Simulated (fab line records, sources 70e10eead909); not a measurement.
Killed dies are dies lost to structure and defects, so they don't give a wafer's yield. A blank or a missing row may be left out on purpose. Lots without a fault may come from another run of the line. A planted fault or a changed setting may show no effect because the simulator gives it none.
fab line records | flow nand_harc
record lots=12 wafers=36 last_day=33
route steps=1302 shown A_ONON_D1@439 A_CHANNEL_HOLE_D1@459 END@1302
lots that met no fault: from a run of the same line without faults
start_h: hours from the record's first day to the start of the lot's first wafer shown | wait_h: hours since the lot's step before | " the same as in the row above | L1.1+2: a row that stands for several wafers | - no value, or no start given | * or withheld: withheld | < > ~ a bound
route shown NAME@n: a module of which the file shows steps, and the number in the route of the first | usual: mean/standard deviation of fault-free wafers | same: alike in all rows | chamber/n: place in a boat | sites: the reading at each site | _std_site: their standard deviation | _edge_site: outer sites' mean less inner sites' | radius_mm: how far each site lies from the wafer's centre | mask NAME#n: copy n | behind: the tool/chamber that last shaped the wafer | hold: why the lot was held/for how many hours/how that ended | device: the transistor (n, p or np) that didn't switch | end of line: the same wafers' tests at the end of the route | a step without rows: its recipe alone | killed: dies lost to structure and defects at the first sort, not the wafer's yield | map: a wafer's dies, x killed, . not, _ none there
set.NAME: the setting as run; set.NAME@STEP: as run at that earlier step | model.NAME: the simulator's own value behind a step, which no gauge read
steps of the route over a sample of lots; a table a step, a row a wafer
services: from which hour (start_h, from the record's first day; less than 0 if before it) a tool's chamber was out of use, for how many hours, and why
## steps
# step NHARC_A_ONON_D1_THK_MEAS_21
# recipe thk_meas_gauge=ellipsometry
# usual thk_nm=1004/8.9
# columns lot.wafer tool chamber start_h wait_h thk_nm
L914.1 film_metro-01 - 176.22 - 1018
L914.2 " - " " 1020
L914.6 " - " " 1018
L915.1 film_metro-02 - 182.09 - 1012
L915.3 " - " " 1014
L915.6 " - " " 1012
L916.2 film_metro-02 - 191.36 - 1009
L916.3 " - " " 1007
L916.4 " - " " 1010
L917.1 film_metro-01 - 201.65 - 1006
L917.5 " - " " 1006
L917.6 " - " " 1005
L919.2 film_metro-02 - 222.97 - 993
L919.5 " - " " 993
L919.6 " - " " 993
L918.4 film_metro-01 - 222.98 - 1004
L918.5 " - " " 1002
L918.6 " - " " 1004
L925.2 film_metro-02 - 290.04 - 1006
L925.4 " - " " 1005
L925.5 " - " " 1005
L927.4 film_metro-01 - 304.97 - 1012
L927.5 " - " " 1010
L927.6 " - " " 1014
L928.1 film_metro-02 - 318.66 - 995
L928.3 " - " " 997
L928.4 " - " " 997
L930.1 film_metro-02 - 341.27 - 1000
L930.3 " - " " 998
L930.5 " - " " 1000
L935.1 film_metro-01 - 380.68 - 1005
L935.2 " - " " 1006
L935.5 " - " " 1005
L936.1 film_metro-01 - 389.40 - 1006
L936.3 " - " " 1004
L936.6 " - " " 1003
# step NHARC_A_ONON_D1_DEP_33
# recipe target_thk_a=2000 temp_c=400 pressure_torr=6.5 rf_w=900 teos_flow_sccm=161.4 flow_sccm=2650 target_thk_nm=200 gas=O2 material=SiO2
# usual heater_power_w=551/110 throttle_valve_pct=16.3/0.46
# columns lot.wafer tool chamber start_h wait_h heater_power_w throttle_valve_pct
L914.2 pecvd-02 0 178.19 0.3 757 15.7
L914.1 " 2 " " 555 15.8
L914.6 " 0 " " 782 15.5
L915.1 pecvd-03 0 183.89 0.1 611 16.6
L915.3 " 1 " " 446 16.5
L915.6 " 2 " " 514 16.3
L916.2 pecvd-02 2 193.12 0.1 564 15.8
L916.3 " 0 " " 833 15.4
L916.4 " 2 " " 566 15.8
L917.1 pecvd-02 1 203.47 0.1 547 16.8
L917.5 " 1 " " 563 17.2
L917.6 " 2 " " 632 15.7
L919.2 pecvd-03 1 224.83 0.2 468 16.9
L919.5 " 2 " " 561 15.8
L919.6 " 0 " " 633 16.5
L918.6 pecvd-02 1 224.88 0.2 497 17.2
L918.5 " 2 " " 603 16.1
L918.4 " 0 " " 770 15.5
L925.2 pecvd-04 1 291.84 0.1 570 16.1
L925.5 " 2 " " 461 16.4
L925.4 " 0 " " 560 16.1
L927.6 pecvd-03 0 306.86 0.2 590 16.7
L927.5 " 1 " " 538 16.9
L927.4 " 2 " " 447 16.2
L928.1 pecvd-04 2 320.41 0.1 398 16.4
L928.3 " 0 " " 532 15.7
L928.4 " 2 " " 418 16.6
L930.1 pecvd-03 0 343.09 0.1 630 16.6
L930.3 " 0 " " 631 16.8
L930.5 " 0 " " 614 16.8
L935.2 pecvd-03 0 382.48 0.1 628 15.7
L935.1 " 1 " " 583 16.7
L935.5 " 0 " " 629 16.0
L936.3 pecvd-04 2 391.21 0.1 448 16.5
L936.1 " 0 " " 572 16.2
L936.6 " 0 " " 575 16.1
# step NHARC_A_ONON_D1_INSPECT_32
# usual raw_defect_count=70/22
# columns lot.wafer tool chamber start_h wait_h raw_defect_count
L914.1 defect_inspect-01 - 178.67 0.0 49
L914.2 " - " " 42
L914.6 " - " " 69
L915.1 defect_inspect-01 - 184.36 0.0 80
L915.3 " - " " 76
L915.6 " - " " 53
L916.2 defect_inspect-02 - 193.60 0.0 73
L916.3 " - " " 60
L916.4 " - " " 75
L917.1 defect_inspect-01 - 203.90 0.0 91
L917.5 " - " " 104
L917.6 " - " " 60
L919.2 defect_inspect-02 - 225.22 0.0 91
L919.5 " - " " 134
L919.6 " - " " 77
L918.4 defect_inspect-01 - 225.22 0.0 58
L918.5 " - " " 60
L918.6 " - " " 91
L925.2 defect_inspect-02 - 292.34 0.0 70
L925.4 " - " " 79
L925.5 " - " " 109
L927.4 defect_inspect-01 - 307.21 0.0 84
L927.5 " - " " 148
L927.6 " - " " 99
L928.1 defect_inspect-01 - 320.91 0.0 33
L928.3 " - " " 54
L928.4 " - " " 38
L930.1 defect_inspect-01 - 343.66 0.0 47
L930.3 " - " " 70
L930.5 " - " " 55
L935.1 defect_inspect-02 - 382.92 0.0 82
L935.2 " - " " 82
L935.5 " - " " 51
L936.1 defect_inspect-02 - 391.64 0.0 75
L936.3 " - " " 94
L936.6 " - " " 102
# step NHARC_A_CHANNEL_HOLE_D1_EXPOSE_07
# recipe na=1.35 target_cd_nm=100 sigma_outer=0.3 dose_mj=59.65 mask_id=HOLE_D1
# usual exposure_dose_mJ_cm2=59.65/0.06
# columns lot.wafer tool chamber start_h wait_h mask exposure_dose_mJ_cm2
L914.1 arfi_scanner-03 0 181.24 - HOLE_D1#0 59.61
L914.2 " 0 " " HOLE_D1#0 59.64
L914.6 " 0 " " HOLE_D1#0 59.68
L915.1 arfi_scanner-01 0 187.55 - HOLE_D1#0 59.61
L915.3 " 0 " " HOLE_D1#0 59.66
L915.6 " 0 " " HOLE_D1#0 59.60
L916.2 arfi_scanner-02 0 202.43 - HOLE_D1#0 59.73
L916.3 " 0 " " HOLE_D1#0 59.61
L916.4 " 0 " " HOLE_D1#0 59.64
L917.1 arfi_scanner-02 0 207.72 - HOLE_D1#0 59.76
L917.5 " 0 " " HOLE_D1#0 59.75
L917.6 " 0 " " HOLE_D1#0 59.70
L919.2 arfi_scanner-02 0 228.49 - HOLE_D1#0 55.55
L919.5 " 0 " " HOLE_D1#0 55.53
L919.6 " 0 " " HOLE_D1#0 55.56
L918.4 arfi_scanner-01 0 229.18 - HOLE_D1#0 59.58
L918.5 " 0 " " HOLE_D1#0 59.67
L918.6 " 0 " " HOLE_D1#0 59.60
L925.2 arfi_scanner-02 0 296.29 - HOLE_D1#0 56.55
L925.4 " 0 " " HOLE_D1#0 56.50
L925.5 " 0 " " HOLE_D1#0 56.46
L927.4 arfi_scanner-01 0 310.19 - HOLE_D1#0 59.63
L927.5 " 0 " " HOLE_D1#0 59.65
L927.6 " 0 " " HOLE_D1#0 59.64
L928.1 arfi_scanner-03 0 323.86 - HOLE_D1#0 59.78
L928.3 " 0 " " HOLE_D1#0 59.70
L928.4 " 0 " " HOLE_D1#0 59.65
L930.1 arfi_scanner-03 0 346.24 - HOLE_D1#0 59.66
L930.3 " 0 " " HOLE_D1#0 59.64
L930.5 " 0 " " HOLE_D1#0 59.64
L935.1 arfi_scanner-01 0 385.49 - HOLE_D1#0 59.75
L935.2 " 0 " " HOLE_D1#0 59.72
L935.5 " 0 " " HOLE_D1#0 59.64
L936.1 arfi_scanner-01 0 394.21 - HOLE_D1#0 59.50
L936.3 " 0 " " HOLE_D1#0 59.58
L936.6 " 0 " " HOLE_D1#0 59.67
# step NHARC_A_CHANNEL_HOLE_D1_CD_MEAS_10
# recipe target_cd_nm=100 landing_energy_ev=500
# usual cd_nm=100.0/0.43
# same landing_energy_ev=500
# columns lot.wafer tool chamber start_h wait_h cd_nm
L914.1 cd_sem-03 0 181.38 - 100.5
L914.2 " 0 " " 100.0
L914.6 " 0 " " 100.0
L915.1 cd_sem-01 0 187.69 - 100.1
L915.3 " 0 " " 100.5
L915.6 " 0 " " 99.4
L916.2 cd_sem-02 0 202.57 - 99.9
L916.3 " 0 " " 100.2
L916.4 " 0 " " 99.8
L917.1 cd_sem-02 0 207.86 - 100.0
L917.5 " 0 " " 100.0
L917.6 " 0 " " 99.7
L919.2 cd_sem-01 0 228.63 - 96.5
L919.5 " 0 " " 96.7
L919.6 " 0 " " 96.6
L918.4 cd_sem-01 0 229.31 - 100.4
L918.5 " 0 " " 99.5
L918.6 " 0 " " 100.7
L925.2 cd_sem-02 0 296.43 - 97.3
L925.4 " 0 " " 96.4
L925.5 " 0 " " 97.4
L927.4 cd_sem-01 0 310.33 - 100.0
L927.5 " 0 " " 100.3
L927.6 " 0 " " 100.8
L928.1 cd_sem-02 0 324.00 - 100.5
L928.3 " 0 " " 100.5
L928.4 " 0 " " 100.5
L930.1 cd_sem-03 0 346.38 - 100.6
L930.3 " 0 " " 99.8
L930.5 " 0 " " 99.8
L935.1 cd_sem-03 0 385.63 - 100.6
L935.2 " 0 " " 99.9
L935.5 " 0 " " 99.9
L936.1 cd_sem-03 0 394.35 - 100.1
L936.3 " 0 " " 100.9
L936.6 " 0 " " 100.2
# step NHARC_A_CHANNEL_HOLE_D1_CD_MEAS_30
# usual cd_nm=90.0/1.1
# columns lot.wafer tool chamber start_h wait_h cd_nm
L914.1 cd_sem-01 - 188.64 - 92.4
L914.2 " - " " 89.2
L914.6 " - " " 90.7
L915.1 cd_sem-01 - 194.57 - 89.3
L915.3 " - " " 89.9
L915.6 " - " " 89.2
L916.2 cd_sem-03 - 210.59 - 89.0
L916.3 " - " " 89.2
L916.4 " - " " 89.5
L917.1 cd_sem-03 - 214.75 - 89.7
L917.5 " - " " 89.8
L917.6 " - " " 89.2
L918.4 cd_sem-02 - 236.73 - 91.3
L918.5 " - " " 91.3
L918.6 " - " " 91.3
L919.2 cd_sem-02 - 239.84 - 86.0
L919.5 " - " " 85.6
L919.6 " - " " 86.1
L925.2 cd_sem-03 - 303.34 - 88.9
L925.4 " - " " 86.8
L925.5 " - " " 88.6
L927.4 cd_sem-03 - 317.18 - 88.9
L927.5 " - " " 90.4
L927.6 " - " " 89.6
L928.1 cd_sem-01 - 335.41 - 89.8
L928.3 " - " " 89.8
L928.4 " - " " 91.5
L930.1 cd_sem-03 - 353.43 - 91.2
L930.3 " - " " 89.8
L930.5 " - " " 89.8
L935.1 cd_sem-02 - 395.79 - 91.1
L935.2 " - " " 91.7
L935.5 " - " " 88.8
L936.1 cd_sem-02 - 401.59 - 90.8
L936.3 " - " " 91.1
L936.6 " - " " 91.2
# step NHARC_END_SORT_01
# recipe temp_c=25
# usual killed_at_array=46/15 killed_at_other=0.8/1.1 killed_at_periphery=4.0/2.9 killed_dies=50/15 killed_open=3.2/1.8 killed_short=2.3/1.6
# same gross_dies=677
# columns lot.wafer tool chamber start_h wait_h killed_at_array killed_at_other killed_at_periphery killed_dies killed_open killed_short
L927.4 prober-01 0 693.37 3.4 40 0 10 50 4 1
L928.1 prober-01 0 713.36 2.5 68 0 3 71 0 6
L928.3 prober-01 0 714.98 3.1 86 1 0 87 4 3
L928.4 prober-01 0 715.79 3.4 81 0 5 86 3 2
L930.1 prober-01 0 741.19 2.5 59 0 3 62 3 4
L930.5 prober-01 0 744.42 3.7 63 1 4 68 2 2
# killed by level:class
L927.4 A_CHANNEL_HOLE_D1:chamber_film_flake=21 A_CHANNEL_HOLE_D2:chamber_film_flake=11 P_BONDPAD:chamber_film_flake=5 P_GATE:chamber_film_flake=3 A_DECK1_JOINT:chamber_film_flake=2 A_STAIRCASE:chamber_film_flake=2 P_M1:geometric_particle:open=1 A_CHANNEL_FILL_D1:geometric_particle:short=1
L928.1 A_CHANNEL_HOLE_D1:chamber_film_flake=22 A_SLIT:chamber_film_flake=19 A_CHANNEL_HOLE_D2:chamber_film_flake=17 A_CONTACT:chamber_film_flake=5 A_WL_FILL:geometric_particle:short=3 A_CHANNEL_FILL_D2:geometric_particle:short=2 P_GATE:chamber_film_flake=2 P_CONTACT:geometric_particle:short=1
L928.3 A_CHANNEL_HOLE_D1:chamber_film_flake=26 A_CHANNEL_HOLE_D2:chamber_film_flake=26 A_SLIT:chamber_film_flake=21 A_CONTACT:chamber_film_flake=4 A_CHANNEL_FILL_D1:geometric_particle:short=1 A_CHANNEL_FILL_D1:geometric_particle:open=1 A_CHANNEL_FILL_D2:geometric_particle:open=1 A_WL_FILL:geometric_particle:open=1
L928.4 A_CHANNEL_HOLE_D1:chamber_film_flake=24 A_CHANNEL_HOLE_D2:chamber_film_flake=23 A_SLIT:chamber_film_flake=23 A_DECK1_JOINT:chamber_film_flake=2 A_CONTACT:chamber_film_flake=2 A_STAIRCASE:chamber_film_flake=2 P_GATE:geometric_particle:open=1 P_M2:geometric_particle:open=1
L930.1 A_CHANNEL_HOLE_D1:chamber_film_flake=22 A_CHANNEL_HOLE_D2:chamber_film_flake=18 A_STAIRCASE:chamber_film_flake=4 A_CONTACT:chamber_film_flake=3 P_GATE:chamber_film_flake=2 A_CHANNEL_FILL_D2:chamber_film_flake=2 A_WL_FILL:chamber_film_flake=2 A_ONON_D1:geometric_particle:short=1
L930.5 A_CHANNEL_HOLE_D1:chamber_film_flake=26 A_CHANNEL_HOLE_D2:chamber_film_flake=18 A_CONTACT:chamber_film_flake=6 A_STAIRCASE:chamber_film_flake=4 A_CHANNEL_FILL_D2:chamber_film_flake=4 P_M0:chamber_film_flake=3 A_CHANNEL_FILL_D2:geometric_particle:short=1 A_CHANNEL_FILL_D2:geometric_particle:open=1
## services
# columns tool chamber start_h hours kind
arfi_scanner-01 - 163.69 0.5 repair
pecvd-04 - 177.88 2.7 repair
arfi_scanner-03 - 182.54 2.7 repair
pecvd-03 - 185.00 13.0 pm
pecvd-03 0 185.00 13.0 vent_cycle
arfi_scanner-03 - 196.00 4.0 pm
pecvd-04 0 223.41 10.9 repair
pecvd-02 - 227.00 13.0 pm
pecvd-04 - 235.14 0.9 repair
pecvd-04 0 253.61 21.7 repair
arfi_scanner-01 - 261.58 4.0 pm
pecvd-02 - 261.93 0.3 repair
pecvd-04 - 269.17 13.0 pm
pecvd-04 0 285.88 3.3 repair
pecvd-03 0 295.15 8.5 repair
arfi_scanner-02 - 302.57 0.4 repair
arfi_scanner-03 - 306.82 2.5 repair
arfi_scanner-03 - 310.71 0.6 repair
arfi_scanner-02 - 312.00 4.0 pm
pecvd-03 1 342.83 18.6 repair
arfi_scanner-01 - 350.94 2.6 repair
arfi_scanner-02 - 356.26 0.2 repair
pecvd-03 - 366.00 13.0 pm
arfi_scanner-03 - 368.00 4.0 pm
## key
first_sign step=NHARC_A_CHANNEL_HOLE_D1_EXPOSE_07 reading=exposure_dose_mJ_cm2 direction=down sigmas=60 usual=59.65 struck=56.02
effect step=NHARC_A_CHANNEL_HOLE_D1_CD_MEAS_10 reading=cd_nm direction=down sigmas=7.3 usual=100.0 struck=96.8 through=control_loop
effect step=NHARC_A_CHANNEL_HOLE_D1_CD_MEAS_30 reading=cd_nm direction=down sigmas=2.7 usual=90.0 struck=87.0 through=control_loop
met_at NHARC_A_CHANNEL_HOLE_D1_EXPOSE_07
struck_lots L919,L925
tester_left_out L919,L925
loop_trim step=NHARC_A_CHANNEL_HOLE_D1_EXPOSE_07 setting=dose lots=L925
not_acting_at NHARC_A_ONON_D1_THK_MEAS_21,NHARC_A_ONON_D1_DEP_33,NHARC_A_ONON_D1_INSPECT_32
onset_between 207.72 228.49
fault kind=process_parameter_drift tool=arfi_scanner-02 chamber=- onset_h=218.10 steps=NHARC_A_CHANNEL_HOLE_D1_EXPOSE_07 channel=dose_mj offset=-3.9946 shape=step acts_in=these_recipes_only stated=59.65
# tester_left_out: of these lots the tester's yield and bins aren't shown, on N5 and GAA mostly nor the transistor test; their killed dies are dies lost to structure and defects alone, not to doping, threshold or leakage, so they don't give the yield
# loop_trim: a control loop set the setting to another value than it would have without faults
